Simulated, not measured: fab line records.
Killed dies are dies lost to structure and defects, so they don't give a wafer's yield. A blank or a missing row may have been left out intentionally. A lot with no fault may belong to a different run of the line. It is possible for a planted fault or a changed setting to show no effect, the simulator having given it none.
Which tool is to blame? :: flow nand harc :: Sampling: 6 lots, 18 wafers, 5 of 1159 route steps

== WHAT EACH GAUGE READ, for each wafer ==
NHARC_END_SORT_01.
lot: L384
measured: day 25 08:32
on: prober-01
killed at array: 27 652 33

lot: L383
measured: day 25 01:31
on: prober-02
killed at array: 639 46 653

== WHICH TOOL RAN EACH LOT (tool, then ch and the chambers of the sampled wafers, then the start) ==
lot: L364
NHARC_A_STAIRCASE_ETCH_453: rie diel-05 ch 1,2,3, day 12 15:28 or earlier
NHARC_A_STAIRCASE_ALD_415: ald hk-01 ch 0,1,2, day 12 15:28
NHARC_A_STAIRCASE_DEP_417: pecvd-04 ch 0,1,2, day 12 17:24
NHARC_A_STAIRCASE_DEP_151: pecvd-04 ch 0,1, day 13 09:33

lot: L366
NHARC_A_STAIRCASE_ETCH_453: rie diel-10 ch 1,2, day 13 00:55 or earlier
NHARC_A_STAIRCASE_ALD_415: ald hk-03 ch 0,1,3, day 13 00:55
NHARC_A_STAIRCASE_DEP_417: pecvd-02 ch 1,2, day 13 03:16
NHARC_A_STAIRCASE_DEP_151: pecvd-02 ch 0,1,2, day 13 14:10

lot: L370
NHARC_A_STAIRCASE_ETCH_453: rie diel-10 ch 0,2,3, day 13 07:07 or earlier
NHARC_A_STAIRCASE_ALD_415: ald hk-03 ch 0,1,2, day 13 07:07
NHARC_A_STAIRCASE_DEP_417: pecvd-04 ch 0,2, day 13 10:52
NHARC_A_STAIRCASE_DEP_151: pecvd-04 ch 0,1,2, day 13 23:01

lot: L371
NHARC_A_STAIRCASE_ETCH_453: rie diel-10 ch 2,3, day 14 06:14 or earlier
NHARC_A_STAIRCASE_ALD_415: ald hk-02 ch 0,1, day 14 06:14
NHARC_A_STAIRCASE_DEP_417: pecvd-04 ch 0,2, day 14 08:29
NHARC_A_STAIRCASE_DEP_151: pecvd-01 ch 0,1,2, day 14 20:08

lot: L384
NHARC_A_STAIRCASE_ETCH_453: rie diel-06 ch 1,3, day 16 23:50 or earlier
NHARC_A_STAIRCASE_ALD_415: ald hk-03 ch 0,2,3, day 16 23:50
NHARC_A_STAIRCASE_DEP_417: pecvd-01 ch 0,1, day 17 01:53
NHARC_A_STAIRCASE_DEP_151: pecvd-02 ch 0,1, day 17 14:03

lot: L383
NHARC_A_STAIRCASE_ETCH_453: rie diel-05 ch 0,1,3, day 17 04:15 or earlier
NHARC_A_STAIRCASE_ALD_415: ald hk-03 ch 1,2,3, day 17 04:15
NHARC_A_STAIRCASE_DEP_417: pecvd-01 ch 0,1, day 17 06:32
NHARC_A_STAIRCASE_DEP_151: pecvd-04 ch 1,2, day 17 17:51
- NHARC_A_STAIRCASE_ETCH_453: etches the open film in CF4/O2, target depth 30 nm, overetch 3 nm, time 16.5 s.
- NHARC_A_STAIRCASE_ALD_415: deposits SiO2, target thk 30 nm, pulse time 6 s, ald cycles 300.
- NHARC_A_STAIRCASE_DEP_417: deposits Si3N4, target thk 60 nm.
- NHARC_A_STAIRCASE_DEP_151: deposits SiO2, target thk 3800 nm.

== THE ANSWER, worked out from the rows above alone ==
Rule: what is usual is taken from the lots themselves. Put in order of their means at a reading, lots are off if they are a third of the lots or fewer, leave a main group of 4 or more, and stand apart from it by a gap of 3 or more times the standard deviation of the main group's means; of several such gaps the widest counts. Not used: any main group whose means are identical at the precision the tables above print for the reading. Also off: a lot with no number at a reading for which 4 or more lots have one. All remaining lots with rows at the step are treated as sound.
None of the lots is off at any reading shown; this tells nothing.

== WHAT THE SIMULATOR PUT IN ==
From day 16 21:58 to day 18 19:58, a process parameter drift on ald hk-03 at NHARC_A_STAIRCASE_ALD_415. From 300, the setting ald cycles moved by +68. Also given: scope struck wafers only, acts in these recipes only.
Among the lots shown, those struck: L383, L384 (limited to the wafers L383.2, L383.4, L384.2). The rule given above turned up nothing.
